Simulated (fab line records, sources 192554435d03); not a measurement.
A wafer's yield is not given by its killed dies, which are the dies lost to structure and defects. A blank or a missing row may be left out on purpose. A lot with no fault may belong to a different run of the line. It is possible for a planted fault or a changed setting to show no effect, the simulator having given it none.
Matching of chambers ; flow n5Finfet ; 4 sister chambers for N5_FIN_SAQP_STRIP_77 on rieDiel-04
The step strips in N2/H2, time 90 s. 8 wafers are shown with their chamber, then 9 later ones without.

== WAFERS PAIRED WITH THEIR CHAMBERS ==
wafer;chamber;showerheadPlenumPTorr (Torr);drypumpMotorCurrentA (A)
L075.4;3;3.51;5.6
L075.5;2;3.49;5.8
L075.6;3;3.51;5.6
L085.5;0;3.22;6.6
L086.6;0;3.22;6.7
L087.3;1;3.40;5.7
L087.4;2;3.48;5.7
L087.6;1;3.40;5.7

== WAFERS WITH NO CHAMBER GIVEN ==
wafer;showerheadPlenumPTorr (Torr);drypumpMotorCurrentA (A)
L088.1;3.50;5.7
L088.4;3.22;6.6
L088.6;3.50;5.7
L090.2;3.21;6.6
L090.3;3.47;5.7
L090.5;3.40;5.7
L096.1;3.21;6.6
L096.2;3.46;5.7
L096.6;3.46;5.7

== WHICH CHAMBER EACH ONE RAN IN ==
wafer;from the rows above;in truth
L088.1;can't be placed: 3 or 2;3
L088.4;0;0
L088.6;can't be placed: 3 or 2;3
L090.2;0;0
L090.3;2;2
L090.5;1;1
L096.1;0;0
L096.2;2;2
L096.6;2;2
Correctly placed: 7 of 9. Can't be placed from these rows: 2 (the true chamber is among the candidates in 2). Wrongly placed: 0.
How it was worked out, from the rows above alone: a wafer's distance from a chamber is the root of the sum, over the readings, of the square of ((its reading less the chamber's mean) divided by the reading's scatter). If the next closest chamber is less than 2 further off than the closest, the wafer can't be placed; otherwise it belongs to the closest. Each chamber's mean is taken over the wafers shown for it. How the scatter is found: for the shown wafers, subtract from each reading the mean of its chamber, square and add these, divide the total by (wafers less chambers), then take the root.
